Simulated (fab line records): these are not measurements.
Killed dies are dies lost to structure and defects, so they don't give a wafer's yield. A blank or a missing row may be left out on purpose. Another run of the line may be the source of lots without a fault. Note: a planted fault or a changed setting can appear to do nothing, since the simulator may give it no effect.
Split-lot experiment / flow n5Finfet / 7 lots, 39 wafers read, on a route of 1938 steps

THE SPLIT ITSELF
At N5_ZERO_LAYER_DEVELOP_10 (develop time 60 s), the setting developTimeS was moved away from the recipe's 60 s on 15 of the 39 wafers read, by -43.0% to +17.3%. All remaining wafers had this setting at the recipe value.

FROM SPLIT TO READING: 1 step shown by the file between the two
- N5_ZERO_LAYER_HARDBAKE_23: time 120 s

THE READING
At N5_ZERO_LAYER_CD_MEAS_11: cdNm in nanometres, against a target cd of 2000 nm. On this fab line, fault-free wafers typically give 2000.1 nm with a standard deviation of 1.7 nm.

wafer=L075.1; tool, chamber at the split=lithoTrack-04, 0; developTimeS as run, s=60; against the recipe=recipe; cdNm, nm=2001.9; against lot-mates on the recipe=-
wafer=L075.2; tool, chamber at the split=lithoTrack-04, 0; developTimeS as run, s=60; against the recipe=recipe; cdNm, nm=2000.7; against lot-mates on the recipe=-
wafer=L075.3; tool, chamber at the split=lithoTrack-04, 0; developTimeS as run, s=34.19; against the recipe=-43.0%; cdNm, nm=1990.3; against lot-mates on the recipe=-11.3
wafer=L075.4; tool, chamber at the split=lithoTrack-04, 0; developTimeS as run, s=34.19; against the recipe=-43.0%; cdNm, nm=1990.5; against lot-mates on the recipe=-11.1
wafer=L075.5; tool, chamber at the split=lithoTrack-04, 0; developTimeS as run, s=60; against the recipe=recipe; cdNm, nm=2002.1; against lot-mates on the recipe=-
wafer=L075.6; tool, chamber at the split=lithoTrack-04, 0; developTimeS as run, s=34.19; against the recipe=-43.0%; cdNm, nm=1988.1; against lot-mates on the recipe=-13.5
wafer=L078.1; tool, chamber at the split=lithoTrack-04, 0; developTimeS as run, s=49.18; against the recipe=-18.0%; cdNm, nm=1998.2; against lot-mates on the recipe=-3.7
wafer=L078.2; tool, chamber at the split=lithoTrack-04, 0; developTimeS as run, s=60; against the recipe=recipe; cdNm, nm=2001.8; against lot-mates on the recipe=-
wafer=L078.3; tool, chamber at the split=lithoTrack-04, 0; developTimeS as run, s=49.18; against the recipe=-18.0%; cdNm, nm=1998.7; against lot-mates on the recipe=-3.2
wafer=L078.4; tool, chamber at the split=lithoTrack-04, 0; developTimeS as run, s=60; against the recipe=recipe; cdNm, nm=2001.0; against lot-mates on the recipe=-
wafer=L078.5; tool, chamber at the split=lithoTrack-04, 0; developTimeS as run, s=49.18; against the recipe=-18.0%; cdNm, nm=1997.8; against lot-mates on the recipe=-4.1
wafer=L078.6; tool, chamber at the split=lithoTrack-04, 0; developTimeS as run, s=60; against the recipe=recipe; cdNm, nm=2003.0; against lot-mates on the recipe=-
wafer=L080.1; tool, chamber at the split=lithoTrack-03, 0; developTimeS as run, s=60; against the recipe=recipe; cdNm, nm=2000.5; against lot-mates on the recipe=-
wafer=L080.5; tool, chamber at the split=lithoTrack-03, 0; developTimeS as run, s=60; against the recipe=recipe; cdNm, nm=2000.6; against lot-mates on the recipe=-
wafer=L080.6; tool, chamber at the split=lithoTrack-03, 0; developTimeS as run, s=60; against the recipe=recipe; cdNm, nm=2000.2; against lot-mates on the recipe=-
wafer=L081.1; tool, chamber at the split=lithoTrack-01, 0; developTimeS as run, s=70.37; against the recipe=+17.3%; cdNm, nm=2003.4; against lot-mates on the recipe=+4.2
wafer=L081.2; tool, chamber at the split=lithoTrack-01, 0; developTimeS as run, s=60; against the recipe=recipe; cdNm, nm=1999.8; against lot-mates on the recipe=-
wafer=L081.3; tool, chamber at the split=lithoTrack-01, 0; developTimeS as run, s=60; against the recipe=recipe; cdNm, nm=1999.5; against lot-mates on the recipe=-
wafer=L081.4; tool, chamber at the split=lithoTrack-01, 0; developTimeS as run, s=70.37; against the recipe=+17.3%; cdNm, nm=2003.6; against lot-mates on the recipe=+4.4
wafer=L081.5; tool, chamber at the split=lithoTrack-01, 0; developTimeS as run, s=60; against the recipe=recipe; cdNm, nm=1998.2; against lot-mates on the recipe=-
wafer=L081.6; tool, chamber at the split=lithoTrack-01, 0; developTimeS as run, s=70.37; against the recipe=+17.3%; cdNm, nm=2003.5; against lot-mates on the recipe=+4.3
wafer=L083.1; tool, chamber at the split=lithoTrack-04, 0; developTimeS as run, s=60; against the recipe=recipe; cdNm, nm=2001.0; against lot-mates on the recipe=-
wafer=L083.2; tool, chamber at the split=lithoTrack-04, 0; developTimeS as run, s=60; against the recipe=recipe; cdNm, nm=2001.1; against lot-mates on the recipe=-
wafer=L083.3; tool, chamber at the split=lithoTrack-04, 0; developTimeS as run, s=49.81; against the recipe=-17.0%; cdNm, nm=1998.1; against lot-mates on the recipe=-3.3
wafer=L083.4; tool, chamber at the split=lithoTrack-04, 0; developTimeS as run, s=49.81; against the recipe=-17.0%; cdNm, nm=1998.6; against lot-mates on the recipe=-2.8
wafer=L083.5; tool, chamber at the split=lithoTrack-04, 0; developTimeS as run, s=60; against the recipe=recipe; cdNm, nm=2002.0; against lot-mates on the recipe=-
wafer=L083.6; tool, chamber at the split=lithoTrack-04, 0; developTimeS as run, s=49.81; against the recipe=-17.0%; cdNm, nm=1999.1; against lot-mates on the recipe=-2.3
wafer=L091.1; tool, chamber at the split=lithoTrack-04, 0; developTimeS as run, s=35.69; against the recipe=-40.5%; cdNm, nm=1989.8; against lot-mates on the recipe=-10.7
wafer=L091.2; tool, chamber at the split=lithoTrack-04, 0; developTimeS as run, s=35.69; against the recipe=-40.5%; cdNm, nm=1988.5; against lot-mates on the recipe=-12.0
wafer=L091.3; tool, chamber at the split=lithoTrack-04, 0; developTimeS as run, s=60; against the recipe=recipe; cdNm, nm=2001.7; against lot-mates on the recipe=-
wafer=L091.4; tool, chamber at the split=lithoTrack-04, 0; developTimeS as run, s=35.69; against the recipe=-40.5%; cdNm, nm=1988.8; against lot-mates on the recipe=-11.7
wafer=L091.5; tool, chamber at the split=lithoTrack-04, 0; developTimeS as run, s=60; against the recipe=recipe; cdNm, nm=2000.7; against lot-mates on the recipe=-
wafer=L091.6; tool, chamber at the split=lithoTrack-04, 0; developTimeS as run, s=60; against the recipe=recipe; cdNm, nm=1999.1; against lot-mates on the recipe=-
wafer=L093.1; tool, chamber at the split=lithoTrack-03, 0; developTimeS as run, s=60; against the recipe=recipe; cdNm, nm=1998.9; against lot-mates on the recipe=-
wafer=L093.2; tool, chamber at the split=lithoTrack-03, 0; developTimeS as run, s=60; against the recipe=recipe; cdNm, nm=2000.5; against lot-mates on the recipe=-
wafer=L093.3; tool, chamber at the split=lithoTrack-03, 0; developTimeS as run, s=60; against the recipe=recipe; cdNm, nm=2001.1; against lot-mates on the recipe=-
wafer=L093.4; tool, chamber at the split=lithoTrack-03, 0; developTimeS as run, s=60; against the recipe=recipe; cdNm, nm=2001.7; against lot-mates on the recipe=-
wafer=L093.5; tool, chamber at the split=lithoTrack-03, 0; developTimeS as run, s=60; against the recipe=recipe; cdNm, nm=1999.5; against lot-mates on the recipe=-
wafer=L093.6; tool, chamber at the split=lithoTrack-03, 0; developTimeS as run, s=60; against the recipe=recipe; cdNm, nm=2002.0; against lot-mates on the recipe=-

FIT RESULTS
A straight line over all 39 wafers: cdNm changes by +0.246 nm for each +1% of developTimeS; r = +0.95; the points scatter about the line by 1.4 nm.
The same after taking each lot's own level away (the mean of its wafers on the recipe; 39 wafers): +0.268 nm for each +1%; r = +0.98; scatter 0.99 nm.
According to that fit, moving developTimeS by its largest amount changes the reading by 12 nm.
The span of the lots' own levels, 1999.17 to 2001.93 nm, comes to 1.6 times the standard deviation stated above.
Hence the lot-to-lot level has little effect on the slope; both slopes agree.
Check: with one of the wafers moved furthest among these (-43.0%) left out of the fit, the line predicts -11.4 nm for it against its lot-mates. Against them it came out at -11.3 nm.

THE WHOLE CHAIN: every reading that the file lists as answering this split, in the file's order
step=N5_ZERO_LAYER_CD_MEAS_11; what it does=target cd 2000 nm; reading=cdNm; change (the file's fit)=+0.265 nm for each +1% of the setting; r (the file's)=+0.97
step=N5_ZERO_LAYER_DESCUM_16; what it does=chemistry O2, time 7.9 s; reading=ZERO_LAYER.cdNm (the simulator's own value, which no gauge read); change (the file's fit)=+0.266 nm for each +1% of the setting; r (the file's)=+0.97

THE FILE'S OWN FIT
cdNm changes by +0.265 nm for each +1% of developTimeS, r = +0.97.
